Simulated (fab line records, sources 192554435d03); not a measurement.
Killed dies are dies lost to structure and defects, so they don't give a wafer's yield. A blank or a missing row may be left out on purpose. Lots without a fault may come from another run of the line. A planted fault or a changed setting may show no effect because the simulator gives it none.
fab line records | flow n5_finfet
record lots=24 wafers=72 last_day=17
route steps=1938 shown HKMG_FIN@398
lots that met no fault: from a run of the same line without faults
start_h: hours from the record's first day to the start of the lot's first wafer shown | wait_h: hours since the lot's step before | " the same as in the row above | L1.1+2: a row that stands for several wafers | - no value, or no start given | * or withheld: withheld | < > ~ a bound
route shown NAME@n: a module of which the file shows steps, and the number in the route of the first | usual: mean/standard deviation of fault-free wafers | same: alike in all rows | chamber/n: place in a boat | sites: the reading at each site | _std_site: their standard deviation | _edge_site: outer sites' mean less inner sites' | radius_mm: how far each site lies from the wafer's centre | mask NAME#n: copy n | behind: the tool/chamber that last shaped the wafer | hold: why the lot was held/for how many hours/how that ended | device: the transistor (n, p or np) that didn't switch | end of line: the same wafers' tests at the end of the route | a step without rows: its recipe alone | killed: dies lost to structure and defects at the first sort, not the wafer's yield | map: a wafer's dies, x killed, . not, _ none there
set.NAME: the setting as run; set.NAME@STEP: as run at that earlier step | model.NAME: the simulator's own value behind a step, which no gauge read
steps of the route over a sample of lots; a table a step, a row a wafer
services: from which hour (start_h, from the record's first day; less than 0 if before it) a tool's chamber was out of use, for how many hours, and why
## steps
# step N5_HKMG_FIN_CD_MEAS_49
# recipe target_cd_nm=202 landing_energy_ev=500 detector=se_inlens polarity=opening
# usual cd_nm=202.1/0.61
# columns lot.wafer tool chamber start_h wait_h cd_nm
L074.1 cd_sem-03 0 71.06 - 201.9
L074.2 " 0 " " 201.1
L074.3 " 0 " " 202.2
L075.2 cd_sem-01 0 78.73 - 202.3
L075.3 " 0 " " 202.1
L075.6 " 0 " " 201.5
L076.2 cd_sem-02 0 85.15 - 203.5
L076.5 " 0 " " 201.8
L076.6 " 0 " " 202.2
L077.1 cd_sem-01 0 90.07 - 201.2
L077.2 " 0 " " 202.1
L077.5 " 0 " " 202.1
L078.2 cd_sem-03 0 92.56 - 202.8
L078.4 " 0 " " 201.7
L078.6 " 0 " " 202.7
L079.1 cd_sem-02 0 101.74 - 202.3
L079.2 " 0 " " 202.1
L079.4 " 0 " " 202.7
L080.2 cd_sem-01 0 106.59 - 203.3
L080.3 " 0 " " 202.5
L080.6 " 0 " " 203.0
L081.1 cd_sem-01 0 113.01 - 202.0
L081.3 " 0 " " 202.8
L081.6 " 0 " " 202.9
L082.2 cd_sem-03 0 122.65 - 201.9
L082.3 " 0 " " 202.3
L082.6 " 0 " " 202.0
L083.3 cd_sem-03 0 129.69 - 203.2
L083.4 " 0 " " 203.2
L083.5 " 0 " " 202.6
L084.1 cd_sem-01 0 131.98 - 201.6
L084.2 " 0 " " 201.8
L084.4 " 0 " " 202.0
L086.2 cd_sem-01 0 143.09 - 202.2
L086.3 " 0 " " 203.1
L086.4 " 0 " " 202.6
L085.1 cd_sem-01 0 146.43 - 201.3
L085.4 " 0 " " 200.5
L085.5 " 0 " " 202.0
L087.4 cd_sem-02 0 153.25 - 202.6
L087.5 " 0 " " 201.5
L087.6 " 0 " " 201.6
L088.2 cd_sem-01 0 154.30 - 202.0
L088.4 " 0 " " 202.0
L088.6 " 0 " " 201.6
L089.2 cd_sem-02 0 161.56 - 202.3
L089.3 " 0 " " 203.0
L089.6 " 0 " " 203.4
L090.4 cd_sem-03 0 169.25 - 202.2
L090.5 " 0 " " 202.3
L090.6 " 0 " " 202.1
L091.1 cd_sem-01 0 174.22 - 202.2
L091.4 " 0 " " 202.1
L091.5 " 0 " " 202.5
L092.1 cd_sem-01 0 181.14 - 201.7
L092.2 " 0 " " 203.0
L092.4 " 0 " " 201.2
L093.1 cd_sem-01 0 188.41 - 201.9
L093.3 " 0 " " 200.7
L093.4 " 0 " " 200.9
L094.4 cd_sem-03 0 192.53 - 202.5
L094.5 " 0 " " 202.4
L094.6 " 0 " " 202.2
L095.2 cd_sem-01 0 199.51 - 201.1
L095.3 " 0 " " 201.5
L095.5 " 0 " " 201.2
L096.1 cd_sem-02 0 206.30 - 201.5
L096.2 " 0 " " 202.4
L096.3 " 0 " " 201.5
L097.3 cd_sem-01 0 210.46 - 202.3
L097.4 " 0 " " 202.2
L097.6 " 0 " " 201.7
# step N5_HKMG_FIN_OVL_MEAS_50
# recipe points_per_wafer=44
# usual NDIPOLE_OVL=0.5/0.78
# columns lot.wafer tool chamber start_h wait_h NDIPOLE_OVL[nm]
L074.1 overlay-01 0 71.09 0.0 0.0
L074.2 " 0 " " -1.1
L074.3 " 0 " " -0.5
L075.2 overlay-01 0 78.76 0.0 0.4
L075.3 " 0 " " 0.9
L075.6 " 0 " " 0.9
L076.2 overlay-02 0 85.18 0.0 0.9
L076.5 " 0 " " 2.0
L076.6 " 0 " " 1.1
L077.1 overlay-01 0 90.10 0.0 0.3
L077.2 " 0 " " -0.1
L077.5 " 0 " " 1.2
L078.2 overlay-01 0 92.58 0.0 0.3
L078.4 " 0 " " 0.5
L078.6 " 0 " " 1.4
L079.1 overlay-02 0 101.77 0.0 0.1
L079.2 " 0 " " -0.2
L079.4 " 0 " " 0.4
L080.2 overlay-02 0 106.61 0.0 0.3
L080.3 " 0 " " 0.6
L080.6 " 0 " " 0.1
L081.1 overlay-02 0 113.05 0.0 -0.2
L081.3 " 0 " " 0.6
L081.6 " 0 " " 0.8
L082.2 overlay-01 0 122.68 0.0 -0.9
L082.3 " 0 " " 0.5
L082.6 " 0 " " -0.2
L083.3 overlay-01 0 129.72 0.0 0.1
L083.4 " 0 " " -0.5
L083.5 " 0 " " 0.4
L084.1 overlay-02 0 132.02 0.0 0.6
L084.2 " 0 " " 0.3
L084.4 " 0 " " -0.5
L086.2 overlay-02 0 143.12 0.0 0.9
L086.3 " 0 " " 1.1
L086.4 " 0 " " 1.0
L085.1 overlay-02 0 146.46 0.0 -0.1
L085.4 " 0 " " -0.4
L085.5 " 0 " " -0.1
L087.4 overlay-01 0 153.27 0.0 -0.1
L087.5 " 0 " " -0.3
L087.6 " 0 " " 0.8
L088.2 overlay-02 0 154.33 0.0 0.5
L088.4 " 0 " " 0.9
L088.6 " 0 " " 0.5
L089.2 overlay-02 0 161.59 0.0 0.2
L089.3 " 0 " " 1.2
L089.6 " 0 " " 0.2
L090.4 overlay-01 0 169.28 0.0 1.5
L090.5 " 0 " " -0.1
L090.6 " 0 " " 0.7
L091.1 overlay-01 0 174.25 0.0 0.5
L091.4 " 0 " " 2.0
L091.5 " 0 " " 1.2
L092.1 overlay-02 0 181.18 0.0 -0.4
L092.2 " 0 " " -0.2
L092.4 " 0 " " 0.1
L093.1 overlay-01 0 188.45 0.0 1.5
L093.3 " 0 " " 1.3
L093.4 " 0 " " 1.7
L094.4 overlay-01 0 192.56 0.0 1.6
L094.5 " 0 " " 1.6
L094.6 " 0 " " 0.7
L095.2 overlay-01 0 199.54 0.0 0.4
L095.3 " 0 " " -0.1
L095.5 " 0 " " 1.1
L096.1 overlay-01 0 206.33 0.0 1.2
L096.2 " 0 " " 0.8
L096.3 " 0 " " 1.3
L097.3 overlay-02 0 210.49 0.0 0.5
L097.4 " 0 " " 0.3
L097.6 " 0 " " 1.2
# step N5_HKMG_FIN_CD_MEAS_12
# recipe target_cd_nm=92.8 landing_energy_ev=500 detector=se_inlens
# usual cd_nm=93.0/0.6
# columns lot.wafer tool chamber start_h wait_h cd_nm
L074.1 cd_sem-02 0 75.12 - 93.0
L074.2 " 0 " " 93.2
L074.3 " 0 " " 93.7
L075.2 cd_sem-02 0 82.55 - 92.7
L075.3 " 0 " " 92.7
L075.6 " 0 " " 92.6
L076.2 cd_sem-02 0 88.63 - 92.4
L076.5 " 0 " " 93.1
L076.6 " 0 " " 92.8
L077.1 cd_sem-03 0 93.62 - 93.4
L077.2 " 0 " " 92.8
L077.5 " 0 " " 93.1
L078.2 cd_sem-01 0 96.35 - 91.7
L078.4 " 0 " " 92.4
L078.6 " 0 " " 92.8
L079.1 cd_sem-02 0 105.22 - 94.0
L079.2 " 0 " " 94.0
L079.4 " 0 " " 93.8
L080.2 cd_sem-02 0 110.22 - 93.9
L080.3 " 0 " " 92.7
L080.6 " 0 " " 92.9
L081.1 cd_sem-03 0 116.68 - 92.8
L081.3 " 0 " " 93.4
L081.6 " 0 " " 92.0
L082.2 cd_sem-02 0 126.99 - 92.1
L082.3 " 0 " " 92.4
L082.6 " 0 " " 92.7
L083.3 cd_sem-03 0 133.82 - 94.6
L083.4 " 0 " " 93.8
L083.5 " 0 " " 94.2
L084.1 cd_sem-01 0 135.45 - 92.3
L084.2 " 0 " " 92.5
L084.4 " 0 " " 92.3
L086.2 cd_sem-02 0 146.59 - 93.0
L086.3 " 0 " " 93.2
L086.4 " 0 " " 93.1
L085.1 cd_sem-03 0 149.96 - 92.1
L085.4 " 0 " " 92.4
L085.5 " 0 " " 92.9
L087.4 cd_sem-03 0 156.64 - 92.7
L087.5 " 0 " " 92.5
L087.6 " 0 " " 92.9
L088.2 cd_sem-03 0 157.67 - 93.0
L088.4 " 0 " " 92.4
L088.6 " 0 " " 92.5
L089.2 cd_sem-02 0 164.97 - 93.0
L089.3 " 0 " " 93.1
L089.6 " 0 " " 93.4
L090.4 cd_sem-01 0 172.51 - 93.3
L090.5 " 0 " " 92.7
L090.6 " 0 " " 93.5
L091.1 cd_sem-01 0 177.70 - 92.6
L091.4 " 0 " " 91.8
L091.5 " 0 " " 93.1
L092.1 cd_sem-03 0 184.41 - 93.3
L092.2 " 0 " " 94.1
L092.4 " 0 " " 93.8
L093.1 cd_sem-03 0 191.68 - 92.7
L093.3 " 0 " " 93.7
L093.4 " 0 " " 92.8
L094.4 cd_sem-03 0 196.22 - 92.5
L094.5 " 0 " " 92.5
L094.6 " 0 " " 93.1
L095.2 cd_sem-01 0 202.86 - 92.6
L095.3 " 0 " " 93.5
L095.5 " 0 " " 93.0
L096.1 cd_sem-01 0 209.67 - 93.0
L096.2 " 0 " " 92.6
L096.3 " 0 " " 93.4
L097.3 cd_sem-02 0 213.83 - 94.1
L097.4 " 0 " " 92.9
L097.6 " 0 " " 94.2
# step N5_HKMG_FIN_STRIP_34
# recipe chemistry=CF4 resist=SiARC power_w=300 bias_power_w=75 pressure_mtorr=50 cf4_flow_sccm=150 rf_frequency_hz=6e+07
# usual cf4_flow_sccm=150.0/0.43 drypump_motor_current_A=5.9/0.4 oes_product_au=0.77/0.082 rf_vpp_V=271.5/1.2 showerhead_plenum_p_Torr=1.81/0.044 throttle_valve_pct=13.7/0.3
# columns lot.wafer tool chamber start_h wait_h cf4_flow_sccm drypump_motor_current_A oes_product_au rf_hours_counter_h rf_vpp_V showerhead_plenum_p_Torr throttle_valve_pct
L074.1 rie_diel-04 2 75.80 0.0 149.6 5.4 0.70 203 273.3 1.87 13.9
L074.2 " 1 " " 149.7 6.6 0.87 33 269.9 1.75 13.4
L074.3 " 0 " " 150.4 5.9 0.67 246 272.9 1.83 13.5
L075.2 rie_diel-01 2 82.92 0.0 149.2 6.5 0.70 218 272.2 1.84 13.7
L075.3 " 3 " " 150.1 5.6 0.82 85 270.8 1.82 13.8
L075.6 " 3 " " 149.6 5.6 0.83 - 270.4 1.82 13.8
L076.2 rie_diel-04 1 89.00 0.0 150.3 6.6 0.86 39 271.3 1.74 13.4
L076.5 " 2 " " 150.2 5.4 0.69 - 272.1 1.87 13.9
L076.6 " 3 " " 150.1 5.2 0.72 - 271.5 1.78 14.0
L077.1 rie_diel-01 2 94.09 0.0 150.3 6.5 0.70 223 271.8 1.84 13.7
L077.2 " 3 " " 150.1 5.6 0.82 89 271.9 1.82 13.8
L077.5 " 0 " " 149.6 5.9 0.75 - 268.1 1.72 13.9
L078.2 rie_diel-02 0 96.76 0.0 150.7 5.9 0.77 132 270.0 1.78 13.6
L078.4 " 1 " " 149.6 6.2 0.91 6 271.0 1.83 13.5
L078.6 " 2 " " 150.3 6.0 0.82 - 272.2 1.83 13.3
L079.1 rie_diel-01 3 105.59 0.0 149.9 5.6 0.81 92 271.6 1.82 13.8
L079.2 " 0 " " 150.5 5.9 0.74 182 269.4 1.72 14.0
L079.4 " 1 " " 149.6 5.8 0.68 246 271.3 1.83 13.8
L080.2 rie_diel-04 0 110.59 0.0 149.8 5.9 0.97 1 272.5 1.82 12.9
L080.3 " 2 " " 149.6 5.4 0.69 218 272.1 1.86 14.0
L080.6 " 1 " " 149.6 6.6 0.86 - 271.3 1.74 13.4
L081.1 rie_diel-04 2 117.06 0.0 149.9 5.4 0.68 220 273.3 1.86 14.0
L081.3 " 3 " " 150.1 5.2 0.71 217 271.3 1.77 14.0
L081.6 " 3 " " 150.4 5.2 0.71 - 271.5 1.77 14.0
L082.2 rie_diel-01 2 127.50 0.0 150.5 6.4 0.70 236 271.9 1.84 13.7
L082.3 " 0 " " 149.4 5.9 0.74 192 268.5 1.72 14.0
L082.6 " 2 " " 150.2 6.5 0.70 - 273.0 1.84 13.8
L083.3 rie_diel-02 0 134.27 0.0 150.5 5.9 0.75 146 272.1 1.78 13.6
L083.4 " 3 " " 149.1 5.6 0.72 200 273.1 1.85 13.7
L083.5 " 3 " " 149.6 5.6 0.71 - 272.4 1.85 13.7
L084.1 rie_diel-02 1 136.60 0.0 150.6 6.3 0.87 22 271.8 1.83 13.5
L084.2 " 3 " " 150.0 5.6 0.72 201 272.7 1.85 13.7
L084.4 " 0 " " 149.7 5.9 0.75 147 270.9 1.78 13.7
L086.2 rie_diel-01 1 147.14 0.0 150.1 5.8 0.98 2 271.7 1.83 13.3
L086.3 " 0 " " 150.4 5.9 0.73 202 268.4 1.72 14.0
L086.4 " 3 " " 150.5 5.6 0.79 113 271.6 1.81 13.8
L085.1 rie_diel-01 2 150.33 0.0 150.3 6.4 0.69 249 272.1 1.83 13.8
L085.4 " 0 " " 149.7 5.9 0.73 203 269.4 1.72 14.0
L085.5 " 2 " " 150.3 6.4 0.69 - 272.8 1.83 13.8
L087.4 rie_diel-04 1 157.05 0.0 150.4 6.6 0.84 54 269.8 1.74 13.4
L087.5 " 3 " " 150.5 5.2 0.71 - 271.5 1.77 14.0
L087.6 " 2 " " 149.8 5.4 0.68 - 272.6 1.86 14.0
L088.2 rie_diel-02 0 158.04 0.0 149.0 5.9 0.74 155 273.0 1.77 13.7
L088.4 " 2 " " 149.9 6.0 0.79 91 272.0 1.83 13.4
L088.6 " 1 " " 149.7 6.3 0.87 - 270.5 1.83 13.5
L089.2 rie_diel-04 2 165.34 0.0 149.6 5.4 0.68 230 271.2 1.86 14.0
L089.3 " 0 " " 149.7 5.9 0.92 14 272.5 1.82 13.0
L089.6 " 1 " " 149.8 6.6 0.84 - 270.6 1.74 13.4
L090.4 rie_diel-02 0 172.87 0.0 150.5 5.9 0.73 161 270.3 1.77 13.7
L090.5 " 3 " " 149.5 5.6 0.71 - 271.3 1.85 13.8
L090.6 " 0 " " 149.2 5.9 0.74 - 271.2 1.77 13.7
L091.1 rie_diel-02 2 178.09 0.0 150.0 6.0 0.78 99 271.1 1.83 13.4
L091.4 " 0 " " 149.8 5.8 0.74 - 270.8 1.77 13.7
L091.5 " 3 " " 149.5 5.6 0.71 - 273.9 1.85 13.7
L092.1 rie_diel-04 2 184.78 0.0 150.3 5.4 0.67 237 272.1 1.86 14.0
L092.2 " 1 " " 149.4 6.6 0.83 65 271.9 1.74 13.4
L092.4 " 0 " " 149.7 5.9 0.89 22 273.4 1.82 13.0
L093.1 rie_diel-04 2 192.05 0.0 150.8 5.4 0.67 239 271.3 1.86 14.0
L093.3 " 1 " " 150.2 6.6 0.83 67 271.2 1.74 13.4
L093.4 " 0 " " 150.4 5.9 0.90 24 272.1 1.82 13.0
L094.4 rie_diel-02 3 196.59 0.0 149.8 5.6 0.70 222 270.8 1.85 13.8
L094.5 " 3 " " 149.4 5.6 0.71 - 273.4 1.85 13.8
L094.6 " 0 " " 149.7 5.9 0.74 - 271.2 1.77 13.7
L095.2 rie_diel-04 1 203.23 0.0 150.4 6.6 0.82 70 269.0 1.74 13.5
L095.3 " 0 " " 149.7 5.9 0.89 27 272.8 1.82 13.0
L095.5 " 2 " " 149.4 5.4 0.67 - 273.2 1.86 14.0
L096.1 rie_diel-02 0 210.25 0.0 149.9 5.9 0.73 172 270.5 1.77 13.7
L096.2 " 2 " " 150.4 6.0 0.78 109 271.5 1.82 13.4
L096.3 " 3 " " 149.7 5.6 0.70 228 271.5 1.85 13.8
L097.3 rie_diel-01 1 214.59 0.0 149.8 5.8 0.91 26 272.5 1.82 13.3
L097.4 " 0 " " 149.5 5.9 0.71 226 269.1 1.71 14.0
L097.6 " 3 " " 149.5 5.6 0.77 - 270.8 1.80 13.9
# step N5_HKMG_FIN_ALD_21
# recipe material=TiN target_thk_a=15 temp_c=400 ald_precursor_family=TiCl4 ald_co_reactant=NH3 pulse_time_s=1 purge_time_s=3 co_reactant_purge_time_s=2 co_reactant_pulse_time_s=2 ald_cycles=68 pressure_torr=3
# usual heater_power_w=856/89 precursor_pulse_height_rel=0.998/0.02
# columns lot.wafer tool chamber start_h wait_h heater_power_w precursor_pulse_height_rel
L074.1 ald_metal-03 1 78.97 0.3 978 1.018
L074.2 " 3 " " 754 1.018
L074.3 " 0 " " 793 0.992
L075.2 ald_metal-04 2 85.87 0.3 989 1.024
L075.3 " 0 " " 904 0.998
L075.6 " 0 " " 895 0.989
L076.2 ald_metal-03 3 92.04 0.3 737 1.029
L076.5 " 2 " " 854 1.019
L076.6 " 3 " " 753 1.011
L077.1 ald_metal-03 0 97.09 0.3 793 0.980
L077.2 " 3 " " 740 1.007
L077.5 " 2 " " 853 1.010
L078.2 ald_metal-03 3 99.62 0.3 717 1.027
L078.4 " 2 " " 855 0.978
L078.6 " 1 " " 957 1.041
L079.1 ald_metal-03 0 108.67 0.3 779 0.961
L079.2 " 3 " " 722 0.994
L079.4 " 1 " " 960 0.970
L080.2 ald_metal-03 3 113.58 0.3 737 0.990
L080.3 " 2 " " 858 1.006
L080.6 " 0 " " 793 0.953
L081.1 ald_metal-04 0 120.10 0.3 897 0.992
L081.3 " 3 " " 786 1.022
L081.6 " 0 " " 914 0.973
L082.2 ald_metal-03 3 130.50 0.3 752 0.962
L082.3 " 1 " " 961 1.008
L082.6 " 3 " " 730 1.013
L083.3 ald_metal-03 0 137.31 0.1 805 1.008
L083.4 " 1 " " 985 1.012
L083.5 " 2 " " 845 1.028
L084.1 ald_metal-04 1 139.75 0.3 905 0.980
L084.2 " 2 " " 960 0.997
L084.4 " 0 " " 908 0.999
L086.2 ald_metal-01 0 150.00 0.3 872 0.989
L086.3 " 2 " " 843 0.989
L086.4 " 3 " " 781 1.015
L085.1 ald_metal-03 0 153.19 0.3 799 0.991
L085.4 " 3 " " 745 0.987
L085.5 " 3 " " 750 1.026
L087.4 ald_metal-03 2 160.06 0.1 861 1.027
L087.5 " 2 " " 868 1.008
L087.6 " 1 " " 939 1.008
L088.2 ald_metal-04 0 160.97 0.3 885 1.021
L088.4 " 3 " " 801 1.013
L088.6 " 3 " " 774 1.019
L089.2 ald_metal-03 0 168.19 0.3 783 1.003
L089.3 " 1 " " 942 1.046
L089.6 " 3 " " 736 0.966
L090.4 ald_metal-01 3 175.93 0.1 776 1.008
L090.5 " 2 " " 826 0.997
L090.6 " 1 " " 1025 0.973
L091.1 ald_metal-03 3 180.97 0.3 752 0.993
L091.4 " 0 " " 799 0.999
L091.5 " 3 " " 742 1.016
L092.1 ald_metal-03 0 187.71 0.3 776 1.015
L092.2 " 2 " " 838 0.974
L092.4 " 3 " " 754 0.986
L093.1 ald_metal-03 3 194.94 0.3 745 1.043
L093.3 " 2 " " 847 1.013
L093.4 " 0 " " 799 1.010
L094.4 ald_metal-04 1 199.52 0.1 902 0.991
L094.5 " 2 " " 980 0.995
L094.6 " 3 " " 796 0.977
L095.2 ald_metal-01 3 206.18 0.3 788 0.971
L095.3 " 0 " " 891 0.994
L095.5 " 2 " " 813 1.024
L096.1 ald_metal-03 0 213.41 0.3 769 0.998
L096.2 " 2 " " 845 0.989
L096.3 " 1 " " 971 1.017
L097.3 ald_metal-04 2 217.58 0.1 988 1.009
L097.4 " 1 " " 887 0.983
L097.6 " 0 " " 910 1.033
# step N5_HKMG_FIN_ALD_72
# recipe material=W target_thk_a=20 temp_c=300 pressure_torr=7.5 ald_precursor_family=WF6 ald_co_reactant=B2H6 pulse_time_s=1 purge_time_s=2 co_reactant_purge_time_s=2 co_reactant_pulse_time_s=3 ald_cycles=7
# usual heater_power_w=486/15 precursor_pulse_height_rel=0.999/0.021
# columns lot.wafer tool chamber start_h wait_h heater_power_w precursor_pulse_height_rel
L074.1 cvd_w-02 1 79.33 0.2 509 0.976
L074.2 " 0 " " 482 0.976
L074.3 " 0 " " 488 1.015
L075.2 cvd_w-01 0 86.23 0.2 497 0.996
L075.3 " 0 " " 491 0.999
L075.6 " 1 " " 470 0.992
L076.2 cvd_w-02 0 92.40 0.2 503 0.989
L076.5 " 1 " " 494 0.953
L076.6 " 0 " " 490 1.038
L077.1 cvd_w-02 1 97.45 0.2 491 1.019
L077.2 " 0 " " 498 0.991
L077.5 " 1 " " 502 0.989
L078.2 cvd_w-01 1 99.98 0.2 460 1.023
L078.4 " 0 " " 506 1.010
L078.6 " 1 " " 471 0.994
L079.1 cvd_w-02 0 109.04 0.2 503 0.996
L079.2 " 1 " " 492 1.001
L079.4 " 0 " " 476 0.990
L080.2 cvd_w-02 0 113.94 0.2 494 0.988
L080.3 " 1 " " 487 0.983
L080.6 " 1 " " 492 0.984
L081.1 cvd_w-02 0 120.46 0.2 502 1.015
L081.3 " 0 " " 494 0.995
L081.6 " 0 " " 480 1.008
L082.2 cvd_w-02 0 130.86 0.2 485 0.972
L082.3 " 0 " " 485 1.008
L082.6 " 0 " " 488 0.995
L083.3 cvd_w-02 1 137.69 0.2 504 0.995
L083.4 " 0 " " 491 0.995
L083.5 " 0 " " 474 0.975
L084.1 cvd_w-01 1 140.11 0.2 464 0.977
L084.2 " 0 " " 477 1.049
L084.4 " 1 " " 467 1.015
L086.2 cvd_w-01 1 150.36 0.2 451 1.011
L086.3 " 1 " " 457 1.025
L086.4 " 0 " " 488 0.998
L085.1 cvd_w-01 1 153.55 0.2 461 0.991
L085.4 " 1 " " 459 0.977
L085.5 " 0 " " 496 0.996
L087.4 cvd_w-01 1 160.44 0.2 467 0.982
L087.5 " 1 " " 454 1.006
L087.6 " 0 " " 480 1.007
L088.2 cvd_w-02 1 161.33 0.2 490 1.025
L088.4 " 0 " " 499 1.015
L088.6 " 0 " " 479 1.008
L089.2 cvd_w-02 1 168.55 0.2 479 1.012
L089.3 " 0 " " 481 0.986
L089.6 " 1 " " 502 1.013
L090.4 cvd_w-01 1 176.31 0.2 479 0.996
L090.5 " 1 " " 465 1.034
L090.6 " 0 " " 487 1.041
L091.1 cvd_w-02 1 181.33 0.2 499 1.006
L091.4 " 0 " " 502 0.976
L091.5 " 1 " " 504 1.025
L092.1 cvd_w-01 1 188.07 0.2 474 0.993
L092.2 " 0 " " 481 1.000
L092.4 " 1 " " 468 1.002
L093.1 cvd_w-01 1 195.30 0.2 473 0.983
L093.3 " 0 " " 479 0.990
L093.4 " 1 " " 470 0.993
L094.4 cvd_w-02 1 199.90 0.2 506 0.967
L094.5 " 1 " " 502 1.037
L094.6 " 0 " " 500 0.986
L095.2 cvd_w-01 1 206.54 0.2 463 1.024
L095.3 " 0 " " 494 1.031
L095.5 " 0 " " 495 0.977
L096.1 cvd_w-01 1 213.77 0.2 470 0.991
L096.2 " 0 " " 497 1.006
L096.3 " 1 " " 462 1.004
L097.3 cvd_w-01 0 217.96 0.2 487 1.020
L097.4 " 1 " " 468 0.983
L097.6 " 0 " " 490 1.008
## services
# columns tool chamber start_h hours kind
ald_metal-03 - 54.12 1.8 repair
rie_diel-02 1 59.17 - clean
rie_diel-02 1 59.17 - consumable_replace:focus_ring
rie_diel-02 1 59.17 15.3 scheduled_down
rie_diel-02 1 59.17 15.3 vent_cycle
rie_diel-02 - 63.58 14.6 pm
ald_metal-04 2 72.38 2.5 repair
rie_diel-01 - 72.88 0.5 repair
ald_metal-01 - 83.48 0.4 repair
rie_diel-04 0 86.02 - clean
rie_diel-04 0 86.02 - consumable_replace:focus_ring
rie_diel-04 0 86.02 22.5 scheduled_down
rie_diel-04 0 86.02 22.5 vent_cycle
cvd_w-01 - 110.57 6.9 pm
ald_metal-03 - 114.70 6.0 pm
rie_diel-01 1 118.84 - clean
rie_diel-01 1 118.84 - consumable_replace:focus_ring
rie_diel-01 1 118.84 22.1 scheduled_down
rie_diel-01 1 118.84 22.1 vent_cycle
rie_diel-04 3 133.21 1.2 repair
cvd_w-02 - 136.49 0.4 repair
rie_diel-01 2 154.11 - clean
ald_metal-04 - 181.93 6.0 pm
ald_metal-03 - 217.57 1.8 repair
## key
fault none
